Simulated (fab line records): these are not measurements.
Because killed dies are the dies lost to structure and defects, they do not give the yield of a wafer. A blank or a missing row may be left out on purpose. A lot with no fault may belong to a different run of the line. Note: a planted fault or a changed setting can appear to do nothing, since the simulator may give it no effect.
fab line records	flow nand-harc
[record] lots = 13	wafers = 39	last-day = 33
route steps=1302 shown A_ZERO_WELL@403 A_ONON_D1@437 END@1302
lots that met no fault: taken from a fault-free run of the same line
start-h: start of the lot's first displayed wafer, in hours after the record's first day	wait-h: hours elapsed since this lot's preceding step	" the same as in the row above	L1.1+2: a single row standing in for several wafers	- no value, or no start given	* or withheld: withheld	< > ~ a bound
route shown NAME@n: names a module that has steps shown in the file, with the first one's number in the route	usual: the fault-free wafers' mean and standard deviation	same: alike in all rows	chamber/n: place in a boat	sites: the reading at each site	_std_site: their standard deviation	_edge_site: the outer-site mean with the inner-site mean subtracted	radius-mm: for every site, how far away it sits from the centre of the wafer	mask NAME#n: copy n	behind: the last tool/chamber to shape the wafer	hold: cause of the lot's hold/its duration in hours/its outcome	device: which transistor (n, p or np) failed to switch	end of line: tests run on the same wafers once the route is complete	for a step that has no rows: nothing shown but its recipe	killed: dies that structure and defects cost at the first sort, which is not the same as the wafer's yield	map: per-die view of a wafer (x killed, . not killed, _ where there is no die)
set.NAME: the setting as run; set.NAME@STEP: as run at that earlier step	model.NAME: the simulator's own value behind a step, which no gauge read
a sample of lots followed through the steps of the route, with each step as a table and each wafer as a row
services: a tool's chamber out of use, with start hour (start-h, from the record's first day; less than 0 if before it), hours out, and reason
[[steps]]
[step NHARC_A_ZERO_WELL_DESCUM_12]
[recipe] time-s = 3	o2-flow-sccm = 200	ar-flow-sccm = 0	bias-power-w = 0	chemistry = O2
[usual] chamber-pressure-mTorr = 60.00/0.053	drypump-motor-current-A = 5.9/0.4	oes-product-au = 0.999/0.008	rf-vpp-V = 57.7/0.87	showerhead-plenum-p-Torr = 1.89/0.054	throttle-valve-pct = 11.313/0.0098
lot.wafer	tool	chamber	start-h	wait-h	chamber-pressure-mTorr	drypump-motor-current-A	oes-product-au	rf-hours-counter-h	rf-vpp-V	showerhead-plenum-p-Torr	throttle-valve-pct
L626.2	rie-diel-11	2	147.82	-	59.99	6.0	0.980	2	57.4	1.87	11.306
L626.6	"	3	"	"	59.98	6.3	0.991	-	57.7	1.90	11.317
L626.5	"	0	"	"	59.99	6.3	1.008	-	58.0	1.86	11.323
L627.2	rie-diel-05	0	153.09	-	59.99	5.5	1.008	15	56.5	1.89	11.297
L627.1	"	2	"	"	60.03	5.8	0.983	13	58.5	1.93	11.311
L627.5	"	0	"	"	60.06	5.5	1.013	-	58.1	1.89	11.310
L628.4	rie-diel-11	0	167.36	-	59.94	6.2	1.001	2	58.5	1.86	11.313
L628.1	"	1	"	"	59.88	5.9	0.992	2	58.1	1.87	11.314
L628.6	"	1	"	"	59.99	5.9	0.997	-	58.4	1.87	11.323
L629.4	rie-diel-05	2	169.26	-	59.94	5.8	0.997	16	57.4	1.93	11.310
L629.6	"	3	"	"	60.08	5.0	1.007	-	57.4	1.86	11.305
L629.5	"	0	"	"	60.02	5.5	1.001	-	58.7	1.89	11.320
L630.1	rie-diel-11	3	182.67	-	59.91	6.2	1.000	2	57.7	1.90	11.298
L630.2	"	1	"	"	60.04	5.9	0.994	3	56.2	1.87	11.324
L630.5	"	0	"	"	60.10	6.2	1.004	-	57.3	1.86	11.317
L631.3	rie-diel-11	1	188.97	-	60.05	5.9	0.992	3	57.3	1.87	11.321
L631.2	"	2	"	"	59.90	6.0	0.993	3	57.8	1.87	11.319
L631.6	"	1	"	"	59.90	5.9	0.996	-	57.7	1.87	11.326
L633.3	rie-diel-11	1	216.82	-	59.96	5.9	0.999	4	57.3	1.87	11.328
L633.1	"	3	"	"	59.96	6.2	0.994	4	57.6	1.90	11.324
L633.5	"	0	"	"	60.01	6.2	0.995	-	57.1	1.86	11.318
L635.2	rie-diel-11	1	234.75	-	60.02	5.9	0.993	4	56.1	1.87	11.303
L635.3	"	3	"	"	59.95	6.2	1.002	4	56.9	1.90	11.301
L635.5	"	1	"	"	60.02	5.9	0.992	-	55.8	1.87	11.313
L640.3	rie-diel-11	3	281.94	-	59.90	6.3	0.991	0	56.7	1.90	11.304
L640.2	"	0	"	"	60.11	6.2	0.993	0	57.8	1.86	11.294
L640.6	"	3	"	"	60.09	6.3	0.994	-	57.9	1.90	11.298
L642.4	rie-diel-11	1	301.29	-	59.97	5.9	0.996	1	58.6	1.87	11.308
L642.3	"	2	"	"	59.93	6.1	1.001	1	57.7	1.87	11.311
L642.5	"	1	"	"	60.01	5.9	0.997	-	57.9	1.87	11.300
L646.3	rie-diel-05	2	345.06	-	59.96	5.8	0.987	11	58.2	1.92	11.334
L646.2	"	1	"	"	60.00	5.5	1.001	14	57.7	2.02	11.331
L646.5	"	3	"	"	59.95	4.9	0.995	-	58.0	1.85	11.323
L647.4	rie-diel-03	2	345.65	-	60.03	5.2	0.987	20	58.9	2.00	11.319
L647.3	"	0	"	"	59.99	6.3	1.001	19	57.9	1.85	11.308
L647.5	"	2	"	"	59.98	5.2	0.995	-	60.2	2.00	11.291
L648.1	rie-diel-03	0	359.02	-	60.03	6.3	0.998	23	57.7	1.84	11.312
L648.3	"	2	"	"	59.97	5.2	0.991	25	56.9	2.00	11.303
L648.5	"	0	"	"	60.03	6.3	0.996	-	56.9	1.84	11.319
[step NHARC_A_ONON_D1_THK_MEAS_18]
[recipe] thk-meas-gauge = ellipsometry
[usual] thk-nm = 998/8.2
lot.wafer	tool	chamber	start-h	wait-h	thk-nm
L626.2	film-metro-02	-	179.53	-	1015
L626.5	"	-	"	"	1017
L626.6	"	-	"	"	1017
L627.1	film-metro-01	-	187.12	-	1012
L627.2	"	-	"	"	1013
L627.5	"	-	"	"	1011
L628.1	film-metro-02	-	203.01	-	997
L628.4	"	-	"	"	998
L628.6	"	-	"	"	998
L629.4	film-metro-02	-	203.02	-	997
L629.5	"	-	"	"	997
L629.6	"	-	"	"	998
L630.1	film-metro-02	-	219.35	-	1013
L630.2	"	-	"	"	1014
L630.5	"	-	"	"	1013
L631.2	film-metro-01	-	219.35	-	1000
L631.3	"	-	"	"	999
L631.6	"	-	"	"	1001
L633.1	film-metro-02	-	250.23	-	995
L633.3	"	-	"	"	994
L633.5	"	-	"	"	991
L635.2	film-metro-01	-	265.42	-	997
L635.3	"	-	"	"	996
L635.5	"	-	"	"	997
L640.2	film-metro-01	-	316.47	-	1000
L640.3	"	-	"	"	1001
L640.6	"	-	"	"	1000
L642.3	film-metro-01	-	334.62	-	991
L642.4	"	-	"	"	994
L642.5	"	-	"	"	993
L647.3	film-metro-01	-	380.36	-	995
L647.4	"	-	"	"	996
L647.5	"	-	"	"	996
L646.2	film-metro-01	-	380.37	-	995
L646.3	"	-	"	"	997
L646.5	"	-	"	"	994
L648.1	film-metro-02	-	396.09	-	982
L648.3	"	-	"	"	982
L648.5	"	-	"	"	981
[step NHARC_A_ONON_D1_DEP_25]
[recipe] target-thk-a = 10000	n2-flow-sccm = 2750	n2o-flow-sccm = 2000	nh3-flow-sccm = 500	sih4-flow-sccm = 210	temp-c = 400
lot.wafer	tool	chamber	start-h	wait-h
L626.2+5+6	pecvd-onon-02	0	180.78	0.1
L627.1+2+5	pecvd-onon-04	0	188.31	0.1
L628.1+4+6	pecvd-onon-03	0	204.20	0.1
L629.4+5+6	pecvd-onon-04	0	204.39	0.2
L630.1+2+5	pecvd-onon-03	0	220.54	0.1
L631.2+3+6	pecvd-onon-02	0	220.60	0.1
L633.1+3+5	pecvd-onon-04	0	251.43	0.1
L635.2+3+5	pecvd-onon-02	0	266.67	0.1
L640.2+3+6	pecvd-onon-02	0	317.72	0.1
L642.3+4+5	pecvd-onon-02	0	335.92	0.2
L646.2+3+5	pecvd-onon-04	0	381.62	0.1
L647.3+4+5	pecvd-onon-03	0	381.67	0.2
L648.1+3+5	pecvd-onon-04	0	397.28	0.1
[step NHARC_A_ONON_D1_THK_MEAS_27]
[recipe] thk-meas-gauge = ellipsometry
[usual] thk-nm = 1002/9.5
lot.wafer	tool	chamber	start-h	wait-h	hold	thk-nm
L626.2	film-metro-02	-	181.23	-	-	1007
L626.5	"	-	"	"	-	1007
L626.6	"	-	"	"	-	1008
L627.1	film-metro-01	-	188.81	-	-	994
L627.2	"	-	"	"	-	995
L627.5	"	-	"	"	-	996
L628.1	film-metro-01	-	204.71	-	-	993
L628.4	"	-	"	"	-	993
L628.6	"	-	"	"	-	992
L629.4	film-metro-02	-	204.73	-	-	1004
L629.5	"	-	"	"	-	1004
L629.6	"	-	"	"	-	1002
L630.1	film-metro-02	-	221.05	-	-	990
L630.2	"	-	"	"	-	989
L630.5	"	-	"	"	-	990
L631.2	film-metro-01	-	221.06	-	-	986
L631.3	"	-	"	"	-	988
L631.6	"	-	"	"	-	987
L633.1	film-metro-01	-	251.94	-	-	992
L633.3	"	-	"	"	-	990
L633.5	"	-	"	"	-	991
L635.2	film-metro-01	-	267.12	-	-	1013
L635.3	"	-	"	"	-	1015
L635.5	"	-	"	"	-	1013
L640.2	film-metro-01	-	318.17	-	await-dispo/0.2h/release	1525
L640.3	"	-	"	"	await-dispo/0.2h/release	1526
L640.6	"	-	"	"	await-dispo/0.2h/release	1526
L640.2	film-metro-01	-	318.35	0.2	-	1526
L640.3	"	-	"	"	-	1525
L640.6	"	-	"	"	-	1524
L642.3	film-metro-01	-	336.32	-	await-dispo/0.2h/release	1546
L642.4	"	-	"	"	await-dispo/0.2h/release	1545
L642.5	"	-	"	"	await-dispo/0.2h/release	1545
L642.3	film-metro-01	-	336.49	0.2	-	1546
L642.4	"	-	"	"	-	1544
L642.5	"	-	"	"	-	1545
L647.3	film-metro-01	-	382.07	-	-	1007
L647.4	"	-	"	"	-	1004
L647.5	"	-	"	"	-	1004
L646.2	film-metro-01	-	382.07	-	-	1005
L646.3	"	-	"	"	-	1004
L646.5	"	-	"	"	-	1004
L648.1	film-metro-02	-	397.79	-	-	981
L648.3	"	-	"	"	-	981
L648.5	"	-	"	"	-	981
[step NHARC_A_ONON_D1_THK_MEAS_30]
[recipe] thk-meas-gauge = ellipsometry
[usual] thk-nm = 999/9.5
lot.wafer	tool	chamber	start-h	wait-h	thk-nm
L626.2	film-metro-01	-	181.80	-	1000
L626.5	"	-	"	"	1001
L626.6	"	-	"	"	999
L627.1	film-metro-01	-	189.39	-	1002
L627.2	"	-	"	"	1000
L627.5	"	-	"	"	1001
L628.1	film-metro-02	-	205.28	-	1014
L628.4	"	-	"	"	1015
L628.6	"	-	"	"	1013
L629.4	film-metro-01	-	205.29	-	1022
L629.5	"	-	"	"	1020
L629.6	"	-	"	"	1022
L631.2	film-metro-01	-	221.62	-	989
L631.3	"	-	"	"	990
L631.6	"	-	"	"	990
L630.1	film-metro-02	-	221.62	-	986
L630.2	"	-	"	"	989
L630.5	"	-	"	"	986
L633.1	film-metro-02	-	252.51	-	996
L633.3	"	-	"	"	996
L633.5	"	-	"	"	997
L635.2	film-metro-01	-	267.69	-	986
L635.3	"	-	"	"	986
L635.5	"	-	"	"	985
L647.3	film-metro-01	-	382.64	-	1004
L647.4	"	-	"	"	1005
L647.5	"	-	"	"	1005
L646.2	film-metro-01	-	382.64	-	999
L646.3	"	-	"	"	1002
L646.5	"	-	"	"	1000
L648.1	film-metro-02	-	398.37	-	998
L648.3	"	-	"	"	997
L648.5	"	-	"	"	997
[step NHARC_END_SORT_01]
[recipe] temp-c = 25
[usual] defect-limited-yield = 91/3	killed-at-array = 59/20	killed-at-other = 0.8/1	killed-at-periphery = 3.2/2.1	killed-dies = 63/21	killed-open = 3.0/1.9	killed-short = 2.3/1.5
[same] gross-dies = 677
lot.wafer	tool	chamber	start-h	wait-h	defect-limited-yield[%]	killed-at-array	killed-at-other	killed-at-periphery	killed-dies	killed-open	killed-short
L626.2	prober-02	0	556.20	2.8	89	69	3	1	73	6	1
L626.5	prober-02	0	558.56	3.6	90	64	1	1	66	3	2
L626.6	prober-02	0	559.35	3.9	90	65	2	4	71	2	1
L627.1	prober-02	0	585.57	2.5	96	23	0	2	25	2	3
L627.2	prober-02	0	586.36	2.8	97	21	1	1	23	2	2
L627.5	prober-02	0	588.75	3.7	96	21	1	3	25	8	3
L628.1	prober-01	0	597.57	2.5	87	81	4	0	85	5	5
L628.4	prober-01	0	599.98	3.4	87	82	5	2	89	6	3
L628.6	prober-01	0	601.58	4.0	88	78	2	2	82	3	2
L630.1	prober-02	0	597.61	2.5	95	29	1	2	32	7	2
L630.2	prober-02	0	598.41	2.8	96	26	0	2	28	2	1
L630.5	prober-02	0	600.81	3.7	96	22	1	1	24	1	1
L629.4	prober-01	0	607.76	3.4	96	25	0	1	26	3	0
L629.5	prober-01	0	608.55	3.7	96	20	0	4	24	6	0
L629.6	prober-01	0	609.34	4.0	95	30	0	3	33	4	6
L631.2	prober-02	0	616.02	2.8	89	75	0	2	77	2	4
L631.3	prober-02	0	616.83	3.1	87	83	2	3	88	2	4
L631.6	prober-02	0	619.26	4.0	88	70	0	8	78	8	4
L633.1	prober-02	0	645.30	2.5	90	56	0	9	65	6	1
L633.3	prober-02	0	646.93	3.1	91	57	0	7	64	4	4
L633.5	prober-02	0	648.55	3.8	91	56	0	4	60	2	1
L635.2	prober-02	0	663.45	2.8	87	78	3	4	85	4	2
L635.3	prober-02	0	664.26	3.1	87	84	0	1	85	2	2
L635.5	prober-02	0	665.87	3.7	89	72	1	4	77	5	7
L646.2	prober-01	0	772.73	2.8	92	53	2	2	57	3	2
L646.3	prober-01	0	773.52	3.1	90	62	1	2	65	7	1
L646.5	prober-01	0	775.10	3.7	91	57	0	2	59	3	0
L648.1	prober-01	0	779.67	2.5	89	70	0	4	74	2	1
L648.3	prober-01	0	781.27	3.1	91	60	1	3	64	7	1
L648.5	prober-01	0	782.87	3.7	91	54	1	6	61	0	0
L647.3	prober-01	0	789.09	3.1	93	47	2	0	49	1	3
L647.4	prober-01	0	789.90	3.4	92	51	2	3	56	2	3
L647.5	prober-01	0	790.70	3.7	92	48	4	3	55	1	4
// killed by level:class
L626.2 A_CHANNEL_HOLE_D1:chamber-film-flake=26 A_SLIT:chamber-film-flake=21 A_CHANNEL_HOLE_D2:chamber-film-flake=9 A_CONTACT:chamber-film-flake=4 A_STAIRCASE:chamber-film-flake=3 A_DECK1_JOINT:geometric-particle:open=2 THIN_TSV:chamber-film-flake=2 A_ONON_D1:geometric-particle:open=1
L626.5 A_CHANNEL_HOLE_D1:chamber-film-flake=27 A_SLIT:chamber-film-flake=24 A_CHANNEL_HOLE_D2:chamber-film-flake=5 A_CONTACT:chamber-film-flake=3 P_M1:geometric-particle:open=1 A_ONON_D1:geometric-particle:short=1 A_CHANNEL_HOLE_D1:geometric-particle:short=1 A_DECK1_JOINT:geometric-particle:open=1
L626.6 A_CHANNEL_HOLE_D1:chamber-film-flake=30 A_SLIT:chamber-film-flake=21 A_CHANNEL_HOLE_D2:chamber-film-flake=5 A_STAIRCASE:chamber-film-flake=3 A_CONTACT:chamber-film-flake=3 P_M0:chamber-film-flake=2 THIN_TSV:chamber-film-flake=2 P_M0:geometric-particle:open=1
L627.1 A_CHANNEL_HOLE_D2:chamber-film-flake=7 A_CONTACT:chamber-film-flake=6 A_CHANNEL_HOLE_D1:chamber-film-flake=2 A_CHANNEL_FILL_D1:geometric-particle:open=1 A_ONON_D2:geometric-particle:short=1 A_CHANNEL_FILL_D2:geometric-particle:short=1 A_CHANNEL_FILL_D2:geometric-particle:open=1 A_WL_FILL:geometric-particle:short=1
L627.2 A_CHANNEL_HOLE_D2:chamber-film-flake=11 A_CONTACT:chamber-film-flake=4 A_DECK1_JOINT:geometric-particle:short=1 A_SGD_CUT:geometric-particle:open=1 A_CONTACT:geometric-particle:short=1 A_M0:geometric-particle:open=1 P_GATE:chamber-film-flake=1 A_CHANNEL_HOLE_D1:chamber-film-flake=1
L627.5 A_CHANNEL_HOLE_D2:chamber-film-flake=7 A_CHANNEL_FILL_D1:geometric-particle:open=2 A_DECK1_JOINT:geometric-particle:short=2 A_CONTACT:chamber-film-flake=2 P_CONTACT:geometric-particle:open=1 P_M1:geometric-particle:open=1 A_ONON_D1:geometric-particle:short=1 A_DECK1_JOINT:geometric-particle:open=1
L628.1 A_CHANNEL_HOLE_D1:chamber-film-flake=28 A_SLIT:chamber-film-flake=25 A_CHANNEL_HOLE_D2:chamber-film-flake=9 A_CONTACT:chamber-film-flake=5 THIN_TSV:chamber-film-flake=3 A_CHANNEL_FILL_D2:chamber-film-flake=2 A_STAIRCASE:chamber-film-flake=2 A_ONON_D1:geometric-particle:open=1
L630.1 A_CHANNEL_HOLE_D2:chamber-film-flake=11 A_M0:geometric-particle:open=3 A_WL_FILL:chamber-film-flake=3 A_STAIRCASE:chamber-film-flake=2 A_CHANNEL_FILL_D1:geometric-particle:short=1 A_CHANNEL_FILL_D1:geometric-particle:open=1 A_DECK1_JOINT:geometric-particle:open=1 A_CHANNEL_HOLE_D2:geometric-particle:short=1
L630.2 A_CHANNEL_HOLE_D2:chamber-film-flake=15 A_CHANNEL_HOLE_D1:chamber-film-flake=2 A_WL_FILL:chamber-film-flake=2 A_CONTACT:chamber-film-flake=2 P_M0:geometric-particle:open=1 A_CHANNEL_HOLE_D1:geometric-particle:open=1 A_CHANNEL_FILL_D1:geometric-particle:short=1 P_STI:chamber-film-flake=1
L628.4 A_CHANNEL_HOLE_D1:chamber-film-flake=32 A_SLIT:chamber-film-flake=26 A_CHANNEL_HOLE_D2:chamber-film-flake=10 THIN_TSV:chamber-film-flake=5 A_WL_FILL:chamber-film-flake=3 A_CHANNEL_FILL_D2:geometric-particle:short=2 A_STAIRCASE:chamber-film-flake=2 P_M1:geometric-particle:open=1
L630.5 A_CHANNEL_HOLE_D2:chamber-film-flake=14 A_STAIRCASE:chamber-film-flake=3 A_CHANNEL_HOLE_D1:geometric-particle:short=1 A_BLC:geometric-particle:open=1 P_GATE:chamber-film-flake=1 A_DECK1_JOINT:chamber-film-flake=1 A_CHANNEL_FILL_D2:chamber-film-flake=1 A_CONTACT:chamber-film-flake=1
L628.6 A_CHANNEL_HOLE_D1:chamber-film-flake=31 A_SLIT:chamber-film-flake=27 A_CHANNEL_HOLE_D2:chamber-film-flake=9 A_STAIRCASE:chamber-film-flake=3 THIN_TSV:chamber-film-flake=2 A_ONON_D1:geometric-particle:open=1 A_CHANNEL_FILL_D1:geometric-particle:short=1 A_DECK1_JOINT:geometric-particle:short=1
L629.4 A_CHANNEL_HOLE_D2:chamber-film-flake=13 A_DECK1_JOINT:chamber-film-flake=3 A_STAIRCASE:chamber-film-flake=2 A_CONTACT:chamber-film-flake=2 A_CHANNEL_FILL_D1:geometric-particle:open=1 A_CHANNEL_FILL_D2:geometric-particle:open=1 A_M0:geometric-particle:open=1 P_GATE:chamber-film-flake=1
L629.5 A_CHANNEL_HOLE_D2:chamber-film-flake=7 A_CONTACT:chamber-film-flake=3 P_M0:geometric-particle:open=2 A_STAIRCASE:chamber-film-flake=2 A_CHANNEL_HOLE_D1:geometric-particle:open=1 A_CHANNEL_FILL_D1:geometric-particle:open=1 A_DECK1_JOINT:geometric-particle:open=1 A_CHANNEL_HOLE_D2:geometric-particle:open=1
L629.6 A_CHANNEL_HOLE_D2:chamber-film-flake=8 A_CHANNEL_HOLE_D1:chamber-film-flake=3 A_STAIRCASE:chamber-film-flake=3 A_CONTACT:chamber-film-flake=3 A_ONON_D1:geometric-particle:open=2 A_CHANNEL_FILL_D1:geometric-particle:short=2 A_DECK1_JOINT:chamber-film-flake=2 P_CONTACT:geometric-particle:short=1
L631.2 A_SLIT:chamber-film-flake=28 A_CHANNEL_HOLE_D1:chamber-film-flake=26 A_CHANNEL_HOLE_D2:chamber-film-flake=6 A_STAIRCASE:chamber-film-flake=3 A_CONTACT:chamber-film-flake=3 A_CHANNEL_FILL_D1:geometric-particle:open=2 A_WL_FILL:geometric-particle:short=2 A_ZERO_WELL:chamber-film-flake=2
L631.3 A_SLIT:chamber-film-flake=30 A_CHANNEL_HOLE_D1:chamber-film-flake=29 A_CHANNEL_HOLE_D2:chamber-film-flake=8 A_STAIRCASE:chamber-film-flake=5 A_CONTACT:chamber-film-flake=2 THIN_TSV:chamber-film-flake=2 A_CHANNEL_FILL_D1:geometric-particle:short=1 A_ONON_D2:geometric-particle:open=1
L631.6 A_SLIT:chamber-film-flake=25 A_CHANNEL_HOLE_D1:chamber-film-flake=24 A_CHANNEL_HOLE_D2:chamber-film-flake=9 P_ZERO_WELL:chamber-film-flake=3 P_M0:geometric-particle:open=2 P_STI:chamber-film-flake=2 P_CONTACT:geometric-particle:open=1 A_CHANNEL_FILL_D1:geometric-particle:open=1
L633.1 A_CHANNEL_HOLE_D1:chamber-film-flake=22 A_CHANNEL_HOLE_D2:chamber-film-flake=13 A_STAIRCASE:chamber-film-flake=8 P_GATE:chamber-film-flake=5 A_CONTACT:chamber-film-flake=4 A_CHANNEL_FILL_D1:chamber-film-flake=2 A_DECK1_JOINT:chamber-film-flake=2 P_GATE:geometric-particle:open=1
L633.3 A_CHANNEL_HOLE_D1:chamber-film-flake=23 A_CHANNEL_HOLE_D2:chamber-film-flake=17 A_STAIRCASE:chamber-film-flake=5 P_GATE:chamber-film-flake=4 A_CONTACT:chamber-film-flake=4 A_ONON_D2:geometric-particle:short=3 P_CONTACT:geometric-particle:open=2 P_CONTACT:geometric-particle:short=1
L633.5 A_CHANNEL_HOLE_D1:chamber-film-flake=24 A_CHANNEL_HOLE_D2:chamber-film-flake=15 A_STAIRCASE:chamber-film-flake=5 A_CONTACT:chamber-film-flake=5 P_GATE:chamber-film-flake=4 A_CHANNEL_FILL_D1:chamber-film-flake=2 A_SLIT:chamber-film-flake=2 A_CHANNEL_FILL_D2:geometric-particle:short=1
L635.2 A_SLIT:chamber-film-flake=34 A_CHANNEL_HOLE_D1:chamber-film-flake=26 A_CHANNEL_HOLE_D2:chamber-film-flake=10 P_M2:chamber-film-flake=2 A_STAIRCASE:chamber-film-flake=2 THIN_TSV:chamber-film-flake=2 P_CONTACT:geometric-particle:open=1 P_M0:geometric-particle:open=1
L635.3 A_SLIT:chamber-film-flake=33 A_CHANNEL_HOLE_D1:chamber-film-flake=32 A_CHANNEL_HOLE_D2:chamber-film-flake=10 A_CHANNEL_FILL_D1:geometric-particle:short=2 A_STAIRCASE:chamber-film-flake=2 A_CONTACT:chamber-film-flake=2 A_CHANNEL_FILL_D1:geometric-particle:open=1 A_DECK1_JOINT:geometric-particle:open=1
L635.5 A_SLIT:chamber-film-flake=31 A_CHANNEL_HOLE_D1:chamber-film-flake=14 A_CHANNEL_HOLE_D2:chamber-film-flake=7 A_STAIRCASE:chamber-film-flake=5 A_CONTACT:chamber-film-flake=4 A_CHANNEL_FILL_D1:geometric-particle:short=3 P_M2:chamber-film-flake=2 P_GATE:geometric-particle:short=1
L646.2 A_CHANNEL_HOLE_D2:chamber-film-flake=25 A_CONTACT:chamber-film-flake=13 A_SLIT:chamber-film-flake=4 A_CHANNEL_HOLE_D1:chamber-film-flake=2 A_BLC:chamber-film-flake=2 THIN_TSV:chamber-film-flake=2 P_CONTACT:geometric-particle:open=1 A_DECK1_JOINT:geometric-particle:short=1
L646.3 A_CHANNEL_HOLE_D2:chamber-film-flake=34 A_CONTACT:chamber-film-flake=9 A_SLIT:chamber-film-flake=7 A_M0:geometric-particle:open=2 A_DECK1_JOINT:chamber-film-flake=2 A_CHANNEL_HOLE_D1:geometric-particle:open=1 A_WL_FILL:geometric-particle:short=1 A_WL_FILL:geometric-particle:open=1
L646.5 A_CHANNEL_HOLE_D2:chamber-film-flake=32 A_SLIT:chamber-film-flake=9 A_CONTACT:chamber-film-flake=7 A_CHANNEL_HOLE_D1:unspecified=4 P_STI:geometric-particle:open=1 A_ONON_D1:geometric-particle:open=1 A_CHANNEL_FILL_D2:geometric-particle:open=1 P_ZERO_WELL:chamber-film-flake=1
L648.1 A_CHANNEL_HOLE_D2:chamber-film-flake=31 A_CHANNEL_HOLE_D1:chamber-film-flake=18 A_SLIT:chamber-film-flake=8 A_CONTACT:chamber-film-flake=7 P_GATE:chamber-film-flake=3 A_STAIRCASE:chamber-film-flake=2 A_CHANNEL_FILL_D2:geometric-particle:open=1 A_SGD_CUT:geometric-particle:short=1
L648.3 A_CHANNEL_HOLE_D2:chamber-film-flake=28 A_CHANNEL_HOLE_D1:chamber-film-flake=14 A_SLIT:chamber-film-flake=6 A_CONTACT:chamber-film-flake=4 A_CHANNEL_FILL_D2:geometric-particle:open=2 P_GATE:geometric-particle:open=1 P_M0:geometric-particle:open=1 A_DECK1_JOINT:geometric-particle:open=1
L648.5 A_CHANNEL_HOLE_D2:chamber-film-flake=24 A_CHANNEL_HOLE_D1:chamber-film-flake=17 A_SLIT:chamber-film-flake=7 A_CONTACT:chamber-film-flake=4 P_ZERO_WELL:chamber-film-flake=3 P_GATE:chamber-film-flake=2 A_STAIRCASE:chamber-film-flake=2 P_STI:chamber-film-flake=1
L647.3 A_SLIT:chamber-film-flake=27 A_CHANNEL_HOLE_D1:chamber-film-flake=11 A_CONTACT:chamber-film-flake=3 THIN_TSV:chamber-film-flake=2 A_ONON_D1:geometric-particle:short=1 A_SGD_CUT:geometric-particle:short=1 A_WL_FILL:geometric-particle:short=1 A_M0:geometric-particle:open=1
L647.4 A_SLIT:chamber-film-flake=25 A_CHANNEL_HOLE_D1:chamber-film-flake=16 A_CONTACT:chamber-film-flake=5 A_STAIRCASE:chamber-film-flake=2 THIN_TSV:chamber-film-flake=2 P_STI:geometric-particle:short=1 P_CONTACT:geometric-particle:open=1 P_M2:geometric-particle:open=1
L647.5 A_SLIT:chamber-film-flake=29 A_CHANNEL_HOLE_D1:chamber-film-flake=10 THIN_TSV:chamber-film-flake=4 A_WL_FILL:geometric-particle:short=3 P_GATE:chamber-film-flake=3 A_CONTACT:chamber-film-flake=3 A_CHANNEL_FILL_D2:geometric-particle:short=1 A_M0:geometric-particle:open=1
[[services]]
tool	chamber	start-h	hours	kind
pecvd-onon-04	-	130.46	13.0	pm
rie-diel-11	0	136.50	-	clean
rie-diel-11	1	136.50	-	clean
rie-diel-11	2	136.50	-	clean
rie-diel-11	3	136.50	-	clean
rie-diel-03	1	173.72	6.8	repair
pecvd-onon-02	-	185.53	13.0	pm
pecvd-onon-03	-	230.63	13.0	pm
rie-diel-05	1	234.06	6.6	repair
rie-diel-05	-	237.82	0.6	repair
rie-diel-03	2	249.87	12.2	repair
rie-diel-05	-	252.25	9.0	pm
rie-diel-11	-	255.50	9.0	pm
rie-diel-05	3	263.37	3.2	repair
rie-diel-05	-	267.07	1.0	repair
rie-diel-03	-	284.60	9.0	pm
pecvd-onon-04	-	311.46	13.0	pm
rie-diel-05	2	320.37	6.9	repair
rie-diel-11	0	326.31	7.6	repair
pecvd-onon-02	-	327.18	0.1	repair
rie-diel-05	2	365.53	8.4	repair
pecvd-onon-02	-	366.53	13.0	pm
rie-diel-11	2	391.65	5.0	repair
pecvd-onon-03	-	393.04	1.0	repair
[[key]]
[first-sign] step = NHARC_A_ONON_D1_THK_MEAS_27	reading = visit	direction = added
[effect] step = NHARC_A_ONON_D1_THK_MEAS_27	reading = thk-nm	direction = up	sigmas = 56	usual = 1002	struck = 1535
met-at NHARC_A_ONON_D1_DEP_25
struck-lots L640,L642
struck-wafers L640.2,L640.3,L640.6,L642.3,L642.4,L642.5
scrapped-behind NHARC_A_ONON_D1_THK_MEAS_27 L640.2,L640.3,L640.6,L642.3,L642.4,L642.5
not-acting-at NHARC_A_ZERO_WELL_DESCUM_12,NHARC_A_ONON_D1_THK_MEAS_18,NHARC_A_ONON_D1_THK_MEAS_30
onset-between 266.67 317.72
[fault] kind = process-parameter-drift	tool = pecvd-onon-02	chamber = 0	onset-h = 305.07	steps = NHARC_A_ONON_D1_DEP_25	channel = target-thk-a	offset = *	shape = step	end-h = 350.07	acts-in = *	stated = *
